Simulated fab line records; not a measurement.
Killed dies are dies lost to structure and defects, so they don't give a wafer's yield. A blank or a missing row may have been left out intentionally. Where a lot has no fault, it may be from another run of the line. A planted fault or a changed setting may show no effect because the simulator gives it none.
2 desks looking at one fault | flow nand harc | each desk has only its own numbers; what lay behind them comes last

== FROM THE METROLOGY DESK ==
Means of the sampled wafers that have a number, per lot and without regard to the tool the lot ran on: this is what the gauges read. Marked OUT: a lot whose mean sits more than 4 standard deviations from the usual mean, which makes it out of limits; the brackets give that distance.
Columns: A = thk nm at NHARC_A_ONON_D1_THK_MEAS_02, usual 1002 nm
lot  | first seen here | A
L158 | day 8 09:35     | 988
L156 | day 8 09:56     | 1001
L160 | day 8 15:19     | 992
L161 | day 8 19:18     | 1009
L162 | day 9 00:59     | 1005
L163 | day 9 01:00     | 994
L167 | day 10 17:38    | 1114 (+12) OUT
L168 | day 10 17:38    | 1014
L169 | day 11 10:31    | 1216 (+23) OUT
L176 | day 12 11:27    | 1005
L177 | day 13 04:05    | 1010
L179 | day 13 09:52    | 996
This desk's finding: out of limits on L167, L169; first on L167, day 10 17:38 (thk nm at NHARC_A_ONON_D1_THK_MEAS_02). L158, L156, L160, L161, L162, L163, L168, L176, L177, L179 stayed within limits.

== THE DEFECT DESK ==
Per lot, the means of the sampled wafers with a number show what the inspections along the route counted. Marked OUT: a lot whose mean sits more than 4 standard deviations from the usual mean, which makes it out of limits; the brackets give that distance.
Columns: A = raw defect count at NHARC_A_SOURCE_PLATE_INSPECT_08, usual 69
lot  | first seen here | A
L158 | day 8 09:01     | 57
L156 | day 8 09:01     | 86
L160 | day 8 14:44     | 132
L161 | day 8 18:30     | 76
L162 | day 9 00:25     | 76
L163 | day 9 00:25     | 57
L168 | day 10 17:02    | 53
L167 | day 10 17:02    | 63
L169 | day 11 09:56    | 85
L176 | day 12 10:52    | 55
L177 | day 13 03:31    | 54
L179 | day 13 09:17    | 79
Finding of this desk: none of the 12 lots has anything out of limits.

== PUT TOGETHER ==
An alarm was possible from the metrology desk at day 10 17:38, on L167, L169.
Nothing out of limits was seen by the defect desk.
The defect desk has L167, L169 on record, within its limits.
The lots listed all ran NHARC_A_ONON_D1_DEP_00 on pecvd onon-01.

== WHAT WAS PUT IN BY THE SIMULATOR ==
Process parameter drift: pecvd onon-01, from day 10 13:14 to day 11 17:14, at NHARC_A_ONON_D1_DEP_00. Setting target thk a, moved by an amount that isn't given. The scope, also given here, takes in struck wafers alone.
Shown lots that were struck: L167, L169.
Hours from the fault's start to each desk's first reading out of limits: the metrology desk, 4.
